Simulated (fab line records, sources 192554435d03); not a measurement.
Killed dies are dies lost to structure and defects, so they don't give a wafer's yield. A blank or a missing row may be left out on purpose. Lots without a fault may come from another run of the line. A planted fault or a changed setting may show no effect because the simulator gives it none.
Chamber matching | flow n5_finfet | N5_DUMMY_GATE_ALD_02 on ald_sin-04: 4 sister chambers
The step deposits SiO2, target thk 2 nm, pulse time 1 s. 4 wafers are shown with their chamber, then 12 later ones without.

WAFERS WITH THEIR CHAMBER
wafer  | chamber | heater_power_w (W)
L089.4 | 1       | 492
L089.6 | 3       | 424
L090.1 | 0       | 499
L090.5 | 2       | 439

WAFERS WITHOUT THEIR CHAMBER
wafer  | heater_power_w (W)
L091.1 | 504
L091.4 | 443
L091.5 | 439
L092.1 | 516
L092.4 | 488
L092.5 | 488
L093.1 | 442
L093.4 | 509
L093.6 | 437
L096.1 | 506
L096.3 | 488
L096.5 | 503

WHICH CHAMBER EACH WENT THROUGH
wafer  | from the rows above     | in truth
L091.1 | can't be placed: 0 or 1 | 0
L091.4 | 2                       | 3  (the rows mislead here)
L091.5 | 2                       | 2
L092.1 | can't be placed: 0 or 1 | 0
L092.4 | can't be placed: 1 or 0 | 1
L092.5 | can't be placed: 1 or 0 | 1
L093.1 | 2                       | 2
L093.4 | can't be placed: 0 or 1 | 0
L093.6 | can't be placed: 2 or 3 | 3
L096.1 | can't be placed: 0 or 1 | 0
L096.3 | can't be placed: 1 or 0 | 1
L096.5 | can't be placed: 0 or 1 | 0
Placed correctly: 2 of 12. Can't be placed from these rows: 9 (the true chamber is among the candidates in 9). Placed wrongly: 1.
How it was worked out, from the rows above alone: a wafer's distance from a chamber is the root of the sum, over the readings, of the square of ((its reading less the chamber's mean) divided by the reading's scatter). The wafer belongs to the nearest chamber; if the next one is less than 2 further off, it can't be placed. A chamber's mean is the mean of its shown wafers. The scatter: with one shown wafer a chamber, the root of the mean of the squares of how far each hidden wafer lies from its nearest shown one.
